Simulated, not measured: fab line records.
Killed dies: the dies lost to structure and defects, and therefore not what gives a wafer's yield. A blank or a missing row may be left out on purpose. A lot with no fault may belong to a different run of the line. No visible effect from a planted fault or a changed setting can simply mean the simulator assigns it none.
Code-filled problem report in 8D (eight disciplines) form | flow nand-harc | the parts of the form that need people (team, actions taken, sign-off) are left out

## 1. THE ISSUE
oes-product-au at NHARC_THIN_TSV_ETCH_36 reads a mean of 0.811 a.u. on 2 wafers of 2 lots; wafers without a fault read 1.000 a.u. with a standard deviation of 0.011. That is -17 standard deviations from the usual mean.
The step: etches the open film in Cl2/BCl3, target depth 65 nm, time 18.571 s.
Earliest sighting: wafer L359.3 on rie-metal-03 at day 21 06:47. The record holds 39 wafers of 13 lots with a number at this step. The rule behind "out" and "out of limits": a value lying over 4 standard deviations away from the usual mean. The rest of the wafers with a number are treated as sound.

## 2. WHAT IT IS AND WHAT IT IS NOT
question                    | is                | is not
which readings at this step | oes-product-au    | drypump-motor-current-A
which lots                  | L359, L361        | L349, L350, L351, L352, L353, L357, L358, L365, L367, L370, L372
which wafers of those lots  | L359.3, L361.3    | L359.4, L359.5, L361.2, L361.5
read on which tools         | rie-metal-03      | rie-metal-01, rie-metal-02
when                        | from day 21 06:47 | up to then (20 sound wafers); but 17 sound wafers of L358, L361, L365, L367, L370, L372 came after

## 3. WHAT RULES OUT EACH SUSPECT
Counting: any tool at a process step up to the reading remains a suspect provided it ran every lot that is out. Sound lots after the first of them don't rule it out here, since some wafers of a struck lot are sound.
- pecvd-02 at NHARC_THIN_TSV_DEP_47 (deposits SiO2, target thk 200 nm): kept. It ran every lot that is out, first L359 (day 21 02:15); its last sound lot up to then is L357 (day 20 06:37).
- rie-metal-03 at NHARC_THIN_TSV_ETCH_36 (etches the open film in Cl2/BCl3, target depth 65 nm, time 18.571 s): kept. It ran every lot that is out, first L359 (day 21 06:47); its last sound lot up to then is L353 (day 19 17:46). Out on those wafers are its own readings of oes-product-au.
- Within rie-metal-03 at NHARC_THIN_TSV_ETCH_36, the wafers that are out were processed in chamber 1 and their sound lot-mates in chamber 0.
What counting leaves: pecvd-02 at NHARC_THIN_TSV_DEP_47 and rie-metal-03 at NHARC_THIN_TSV_ETCH_36.

## 4. THE CAUSE (what the simulator had put in)
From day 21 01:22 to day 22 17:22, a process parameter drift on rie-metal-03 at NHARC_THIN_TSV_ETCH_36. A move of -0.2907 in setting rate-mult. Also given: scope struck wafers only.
This tool is one of the 2 suspects left after counting.

## 5. THE CHAIN OF EFFECTS, in route order
Rows list readings where the struck wafers' mean (over those with a number) sits beyond 3 standard deviations from the usual. Only readings for which the record gives a usual standard deviation are gone through. hours: the time from each lot's start at the first step in this table that gives one to its start at this step, as a median over the lots. sigmas: the change in usual standard deviations.
hours | step                   | reading        | usual      | on struck wafers | change | sigmas
0     | NHARC_THIN_TSV_ETCH_36 | oes-product-au | 1.000 a.u. | 0.811            | -0.189 | -17
It contains these process steps:
- NHARC_THIN_TSV_ETCH_36: etches the open film in Cl2/BCl3, target depth 65 nm, time 18.571 s.
Later measuring or inspecting steps at which every struck wafer that the step has a row for has a number for every such reading, and none has moved that far: NHARC_THIN_TSV_CD_MEAS_37, NHARC_END_SORT_01.

## 6. WHAT WOULD HAVE CAUGHT IT SOONER
In this record no reading fell out of limits until day 21 06:47, 5 hours after the fault had begun at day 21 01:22.
